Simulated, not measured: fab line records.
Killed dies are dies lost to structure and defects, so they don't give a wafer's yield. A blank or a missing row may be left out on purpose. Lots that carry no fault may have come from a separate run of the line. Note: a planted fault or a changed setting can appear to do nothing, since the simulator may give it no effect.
Which tool was responsible? | flow nand_harc | 10 lots, 30 wafers sampled, at 6 steps of a route of 1159

WHAT THE GAUGES SHOWED, per wafer
NHARC_A_CHANNEL_HOLE_D1_INSPECT_40.
lot  | measured     | on                | raw_defect_count
L300 | day 8 13:50  | defect_inspect-02 | 61 78 93
L299 | day 8 15:29  | defect_inspect-02 | 73 53 71
L303 | day 9 16:25  | defect_inspect-02 | 76 89 71
L308 | day 10 14:08 | defect_inspect-01 | 947 59 951
L312 | day 11 10:38 | defect_inspect-02 | 57 45 70
L314 | day 12 09:08 | defect_inspect-01 | 66 49 58
L316 | day 12 17:47 | defect_inspect-02 | 87 78 74
L318 | day 13 12:32 | defect_inspect-01 | 67 32 48
L320 | day 13 16:34 | defect_inspect-01 | 86 76 76
L321 | day 13 23:30 | defect_inspect-01 | 37 67 61

NHARC_END_SORT_01.
lot  | measured     | on        | killed_at_array | killed_at_other | killed_at_periphery | killed_dies | killed_open | killed_short
L308 | day 22 05:56 | prober-02 | 51 15 54        | 0 1 1           | 6 5 12              | 57 21 67    | 4 2 4       | 3 3 2
L316 | day 23 13:24 | prober-02 | 35 20 20        | 2 0 3           | 0 2 2               | 37 22 25    | 1 4 3       | 3 3 1

WHICH TOOL RAN EACH LOT (tool, then ch and the chambers of the sampled wafers, then the start)
lot  | NHARC_A_CHANNEL_HOLE_D1_DESCUM_15  | NHARC_A_CHANNEL_HOLE_D1_ETCH_39               | NHARC_A_CHANNEL_HOLE_D1_ETCH_34    | NHARC_A_CHANNEL_HOLE_D1_ETCH_21
L300 | rie_diel-13 ch 0,1,2, day 8 06:56  | rie_diel-13 ch 0,2,3, day 8 07:21 or earlier  | rie_diel-13 ch 0,1, day 8 07:21    | har_etch-02 ch 0,1, day 8 08:32
L299 | rie_diel-09 ch 0,1, day 8 08:35    | rie_diel-09 ch 1,3, day 8 09:02 or earlier    | rie_diel-09 ch 0,1,2, day 8 09:02  | har_etch-01 ch 0,1, day 8 10:21
L303 | rie_diel-11 ch 0,3, day 9 09:31    | rie_diel-11 ch 2,3, day 9 09:57 or earlier    | rie_diel-11 ch 0,2,3, day 9 09:57  | har_etch-01 ch 0,1, day 9 11:08
L308 | rie_diel-11 ch 1,2,3, day 10 07:05 | rie_diel-11 ch 1,2, day 10 07:35 or earlier   | rie_diel-11 ch 1,3, day 10 07:35   | har_etch-02 ch 0,1, day 10 08:53
L312 | rie_diel-09 ch 0,1,3, day 11 03:47 | rie_diel-09 ch 0,1,3, day 11 04:13 or earlier | rie_diel-09 ch 1,2,3, day 11 04:13 | har_etch-02 ch 0,1, day 11 05:23
L314 | rie_diel-13 ch 0,2,3, day 12 02:05 | rie_diel-13 ch 0,1,3, day 12 02:31 or earlier | rie_diel-13 ch 0,1, day 12 02:31   | har_etch-02 ch 1, day 12 03:41
L316 | rie_diel-09 ch 1,2,3, day 12 10:42 | rie_diel-09 ch 1,2, day 12 11:13 or earlier   | rie_diel-09 ch 2,3, day 12 11:13   | har_etch-01 ch 0,1, day 12 12:31
L318 | rie_diel-09 ch 0,1,3, day 13 05:37 | rie_diel-09 ch 0,1,3, day 13 06:03 or earlier | rie_diel-09 ch 0,2,3, day 13 06:03 | har_etch-02 ch 0,1, day 13 07:14
L320 | rie_diel-13 ch 1,2, day 13 09:40   | rie_diel-13 ch 0,1,2, day 13 10:06 or earlier | rie_diel-13 ch 0,2,3, day 13 10:06 | har_etch-01 ch 1, day 13 11:21
L321 | rie_diel-13 ch 0,2,3, day 13 16:38 | rie_diel-13 ch 1,2,3, day 13 17:02 or earlier | rie_diel-13 ch 0,3, day 13 17:02   | har_etch-02 ch 0,1, day 13 18:13
- NHARC_A_CHANNEL_HOLE_D1_DESCUM_15: chemistry O2, time 3 s.
- NHARC_A_CHANNEL_HOLE_D1_ETCH_39: etches the open film in N2/H2, target depth 260 nm, time 325 s.
- NHARC_A_CHANNEL_HOLE_D1_ETCH_34: etches the open film in CF4/CHF3, target depth 154 nm, time 77 s.
- NHARC_A_CHANNEL_HOLE_D1_ETCH_21: etches the open film in C4F8/O2/Ar, time 514.3 s, target depth 1600 nm.

AS READ BY THE TOOLS THEMSELVES (means over the sampled wafers that have a number; for cases with no such wafer, the mark the record gives instead)
NHARC_A_CHANNEL_HOLE_D1_DESCUM_15.
lot  | tool        | drypump_motor_current_A (A) | mfc_ar_sccm (sccm) | oes_product_au (a.u.) | rf_vpp_V (V) | showerhead_plenum_p_Torr (Torr) | throttle_valve_pct (%)
L300 | rie_diel-13 | 5.5                         | 0.014              | 0.994                 | 58.7         | 1.99                            | 11.310
L299 | rie_diel-09 | 6.4                         | 0.007              | 0.984                 | 58.1         | 1.96                            | 11.309
L303 | rie_diel-11 | 5.3                         | 0.022              | 1.001                 | 57.7         | 1.98                            | 11.308
L308 | rie_diel-11 | 5.3                         | 0.010              | 0.997                 | 56.8         | 1.83                            | 11.315
L312 | rie_diel-09 | 6.1                         | 0.007              | 0.993                 | 58.2         | 1.90                            | 11.302
L314 | rie_diel-13 | 5.7                         | 0.006              | 0.995                 | 57.9         | 1.95                            | 11.300
L316 | rie_diel-09 | 5.7                         | 0.000              | 1.002                 | 58.6         | 1.96                            | 11.307
L318 | rie_diel-09 | 6.1                         | 0.007              | 1.004                 | 57.7         | 1.90                            | 11.310
L320 | rie_diel-13 | 5.7                         | 0.015              | 0.986                 | 57.9         | 2.01                            | 11.316
L321 | rie_diel-13 | 5.7                         | 0.006              | 0.998                 | 59.0         | 1.95                            | 11.313

NHARC_A_CHANNEL_HOLE_D1_ETCH_39.
lot  | tool        | drypump_motor_current_A (A) | mfc_ar_sccm (sccm) | oes_product_au (a.u.) | rf_vpp_V (V) | showerhead_plenum_p_Torr (Torr) | throttle_valve_pct (%)
L300 | rie_diel-13 | 5.7                         | 0.006              | 0.996                 | 432          | 2.08                            | 14.164
L299 | rie_diel-09 | 5.8                         | 0.000              | 0.989                 | 430          | 2.03                            | 14.167
L303 | rie_diel-11 | 5.5                         | 0.017              | 0.998                 | 428          | 1.95                            | 14.172
L308 | rie_diel-11 | 5.2                         | 0.014              | 0.993                 | 428          | 1.94                            | 14.179
L312 | rie_diel-09 | 6.1                         | 0.007              | 0.988                 | 430          | 2.02                            | 14.166
L314 | rie_diel-13 | 5.5                         | 0.010              | 0.992                 | 430          | 2.02                            | 14.165
L316 | rie_diel-09 | 5.6                         | 0.000              | 0.987                 | 433          | 2.15                            | 14.172
L318 | rie_diel-09 | 6.1                         | 0.007              | 0.998                 | 429          | 2.02                            | 14.175
L320 | rie_diel-13 | 5.5                         | 0.014              | 0.996                 | 433          | 2.12                            | 14.166
L321 | rie_diel-13 | 5.6                         | 0.012              | 1.000                 | 431          | 2.05                            | 14.170

NHARC_A_CHANNEL_HOLE_D1_ETCH_34.
lot  | tool        | drypump_motor_current_A (A) | mfc_ar_sccm (sccm) | oes_product_au (a.u.) | rf_vpp_V (V) | showerhead_plenum_p_Torr (Torr) | throttle_valve_pct (%)
L300 | rie_diel-13 | 5.3                         | 0.013              | 0.921                 | 371.6        | 1.61                            | 16.797
L299 | rie_diel-09 | 6.0                         | 0.007              | 0.920                 | 371.1        | 1.61                            | 16.802
L303 | rie_diel-11 | 5.4                         | 0.019              | 0.969                 | 369.8        | 1.56                            | 16.804
L308 | rie_diel-11 | 5.2                         | 0.003              | 0.914                 | 367.7        | 1.50                            | 16.806
L312 | rie_diel-09 | 5.7                         | 0.000              | 0.916                 | 372.3        | 1.61                            | 16.803
L314 | rie_diel-13 | 5.3                         | 0.018              | 0.925                 | 370.3        | 1.59                            | 16.796
L316 | rie_diel-09 | 5.4                         | 0.000              | 0.968                 | 370.3        | 1.56                            | 16.808
L318 | rie_diel-09 | 5.7                         | 0.007              | 0.972                 | 370.0        | 1.56                            | 16.808
L320 | rie_diel-13 | 5.7                         | 0.006              | 0.972                 | 371.1        | 1.60                            | 16.802
L321 | rie_diel-13 | 5.5                         | 0.005              | 0.984                 | 371.1        | 1.58                            | 16.810

NHARC_A_CHANNEL_HOLE_D1_ETCH_21.
lot  | tool        | drypump_motor_current_A (A) | mfc_ar_sccm (sccm) | showerhead_plenum_p_Torr (Torr) | throttle_valve_pct (%)
L300 | har_etch-02 | 5.4                         | 375.4              | 3.63                            | 32.157
L299 | har_etch-01 | 5.8                         | 373.9              | 3.71                            | 32.163
L303 | har_etch-01 | 5.9                         | 375.4              | 3.69                            | 32.163
L308 | har_etch-02 | 5.4                         | 375.4              | 3.62                            | 32.162
L312 | har_etch-02 | 5.8                         | 375.2              | 3.68                            | 32.158
L314 | har_etch-02 | 6.2                         | 375.2              | 3.74                            | 32.148
L316 | har_etch-01 | 5.8                         | 374.1              | 3.69                            | 32.145
L318 | har_etch-02 | 5.4                         | 374.4              | 3.60                            | 32.157
L320 | har_etch-01 | 5.9                         | 374.2              | 3.64                            | 32.139
L321 | har_etch-02 | 5.8                         | 374.1              | 3.67                            | 32.155

THE ANSWER, worked out from the rows above alone
Rule: the lots themselves supply what counts as usual. Put in order of their means at a reading, lots are off if they are a third of the lots or fewer, leave a main group of 4 or more, and stand apart from it by a gap of 3 or more times the standard deviation of the main group's means; of several such gaps the widest counts. The tables above print the reading to a certain number of digits; a main group whose means all agree to those digits is not used. Also off: a lot with no number at a reading for which 4 or more lots have one. All remaining lots with rows at the step are treated as sound. The gauges are gone through in route order, then the tools' own readings, and for those a lot's mean is taken as printed above. The first step at which some lot is off is used, and at that step the reading that is off furthest; a lot without a number counts as furthest.
Off at NHARC_A_CHANNEL_HOLE_D1_INSPECT_40 (raw_defect_count): L308. The main group has a mean of 67 with a standard deviation of 12.
If a tool, at a process step before that reading, ran all the lots that are off and no sound lot after the first of them, it fits. Those tools and the gauges at NHARC_A_CHANNEL_HOLE_D1_INSPECT_40 are tried in the same way. Because NHARC_A_CHANNEL_HOLE_D1_ETCH_39 lacks a start for some lots, the hours and order of its lots are taken from NHARC_A_CHANNEL_HOLE_D1_ETCH_34. One candidate fits, namely rie_diel-11 at NHARC_A_CHANNEL_HOLE_D1_DESCUM_15 and NHARC_A_CHANNEL_HOLE_D1_ETCH_39 and NHARC_A_CHANNEL_HOLE_D1_ETCH_34. At NHARC_A_CHANNEL_HOLE_D1_DESCUM_15 its last sound lot is L303 (day 9 09:31), its first lot that is off L308 (day 10 07:05): a fault that began between those two fits.

WHAT WAS PUT IN BY THE SIMULATOR
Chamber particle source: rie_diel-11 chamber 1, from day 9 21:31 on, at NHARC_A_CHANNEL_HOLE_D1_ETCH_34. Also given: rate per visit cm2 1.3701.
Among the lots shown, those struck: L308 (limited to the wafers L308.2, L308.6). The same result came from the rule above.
